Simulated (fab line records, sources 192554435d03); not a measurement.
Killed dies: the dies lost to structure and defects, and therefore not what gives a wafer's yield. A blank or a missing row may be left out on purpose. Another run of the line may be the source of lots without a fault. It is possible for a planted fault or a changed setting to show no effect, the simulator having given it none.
Struck lot and sound lot, side by side :: flow n5-finfet :: 35 steps out of a route of 1938
Sound: these wafers, L953.2, L953.3, L953.4. Struck: wafer L950.5 (left out: L950.2, L950.4 of the same lot, which were not struck); the cause appears at the end.
Per side, at each step with rows, come the tool, then ch with its chambers, and then its first start. Under that, the readings that differ: sound wafers :: struck wafers :: difference of the means :: sigmas: that difference in standard deviations of wafers without a fault.
alike: a reading whose means differ by less than 2 such deviations, as well as words and numbers matching on both sides. not compared: withheld readings; readings where some wafer has no value; bounds like >300 that might hide an equal value; numbers whose values overlap and for which the record gives no deviation.
A row with sigmas, a row that says differs or no value, or rows on one side alone: a step with any of these is where the two part. Numbers that don't overlap but have no deviation are shown without sigmas and don't part them. A reading that every wafer of one side lacks parts them only if that side has two wafers or more.

first, 8 steps without rows for these wafers: N5_BEOL_M4_SPUTTER_96 (material Cu, target thk 4.5 nm, time 8.29 s); N5_BEOL_M4_ECD_50 (material Cu, target thk 300 nm); N5_BEOL_M4_ANNEAL_51 (time 90 s); N5_BEOL_M4_CMP_52 (polishes, stops on SiOC, t overpolish 6.8 s, target thk 40 nm); N5_BEOL_M4_PRE_CLEAN_60 (time 15 s); N5_BEOL_M4_CO_CAP_55 (material Co, precursor CCTBA/H2, target thk 2 nm, time 102.1 s); N5_BEOL_M4_PRE_CLEAN_56 (time 15 s); N5_BEOL_M4_DEP_57 (deposits SiCN from 3MS/NH3, target thk 8 nm, time 14 s).
N5_BEOL_M5_ILD_DEP_00: deposits SiCOH lowk from DEMS/porogen, target thk 140.64 nm, time 25.9 s.
  sound on pecvd-03 ch 0,1,2, day 12 15:41; struck on pecvd-02 ch 2, day 12 05:40
reading: heater-power-w (W)
sound: 285 317 290
struck: 368
difference: +71
sigmas: +2

reading: susceptor-temp-C (C)
sound: 299.97 299.94 299.93
struck: 307.85
difference: +7.90
sigmas: +44

reading: model.SiCOH_lowk_of_BEOL_M5_ILD_DEP_00.thk-nm (nm)
sound: 139.8 139.4 141.6
struck: 137.6
difference: -2.7
sigmas: 
  alike: showerhead-plenum-p-Torr, throttle-valve-pct
  not compared: since-wet-clean-h
then, 1 step without rows for these wafers: N5_BEOL_M5_CURE_79 (cures SiCOH lowk, time 240 s).
N5_BEOL_M5_THK_MEAS_01:
  sound on film-metro-02 at day 12 16:44; struck on film-metro-01 at day 12 06:14
  alike: M5_ILD_THK
then, 23 steps without rows for these wafers: N5_BEOL_M5_PECVD_70 (deposits SiO2 from TEOS/O2, target thk 16 nm, time 18 s); N5_BEOL_M5_HM_DEP_02 (deposits TiN, target thk 20 nm); N5_BEOL_M5_COAT_59 (time 60 s, resist thk 60 nm); N5_BEOL_M5_COAT_60 (time 60 s, resist thk 12 nm); N5_BEOL_M5_COAT_71 (time 60 s, resist thk 5 nm); N5_BEOL_M5_COAT_05 (resist thk 30 nm); N5_BEOL_M5_EBR_07; N5_BEOL_M5_SOFTBAKE_06 (time 60 s); N5_BEOL_M5_EXPOSE_08 (exposes mask M5, target cd 28 nm); N5_BEOL_M5_PEB_09 (peb time 60 s); N5_BEOL_M5_DEVELOP_10 (develop time 30 s); N5_BEOL_M5_DESCUM_16 (chemistry O2, time 7 s); N5_BEOL_M5_ETCH_72 (etches underlayer in N2/H2, target depth 6.5 nm, time 5.2 s); N5_BEOL_M5_ETCH_61 (etches SiARC in CF4, target depth 15.6 nm, time 26 s); N5_BEOL_M5_ETCH_62 (etches SOC in N2/H2, target depth 75 nm, overetch 15 nm, time 112.5 s); N5_BEOL_M5_STRIP_63 (strips in N2/H2); N5_BEOL_M5_STRIP_73 (strips in N2/H2); N5_BEOL_M5_STRIP_64 (strips in CF4); N5_BEOL_M5_HM_OPEN_17 (chemistry Cl2/BCl3, target TiN, target depth 20 nm, overetch 6 nm); N5_BEOL_M5_STRIP_19 (strips in O2); N5_BEOL_M5_COAT_65 (time 60 s, resist thk 60 nm); N5_BEOL_M5_COAT_66 (time 60 s, resist thk 12 nm); N5_BEOL_M5_COAT_74 (time 60 s, resist thk 5 nm).
N5_BEOL_M5_CMP_52: polishes, stops on SiCOH lowk, t overpolish 6.9 s, target thk 62 nm.
  sound on cmp-02 ch 0,1,3, day 13 02:44; struck on cmp-03 ch 2, day 12 17:34
reading: model.SiCOH_lowk_of_BEOL_M5_ILD_DEP_00.thk-nm (nm)
sound: 117.2 117 118.8
struck: 115.2
difference: -2.5
sigmas: 
  alike: barrier-field-endpoint-s, motor-current-A, overpolish-run-s, platen-rpm, time-to-endpoint-s

## WHERE THEY PART
At N5_BEOL_M5_ILD_DEP_00 and nowhere else, as far as this record goes. Later steps at which nothing parts them and some readings are alike: N5_BEOL_M5_THK_MEAS_01, N5_BEOL_M5_CMP_52.

WHY: what the simulator had put in
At N5_BEOL_M5_ILD_DEP_00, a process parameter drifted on pecvd-02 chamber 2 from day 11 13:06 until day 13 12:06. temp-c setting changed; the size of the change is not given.
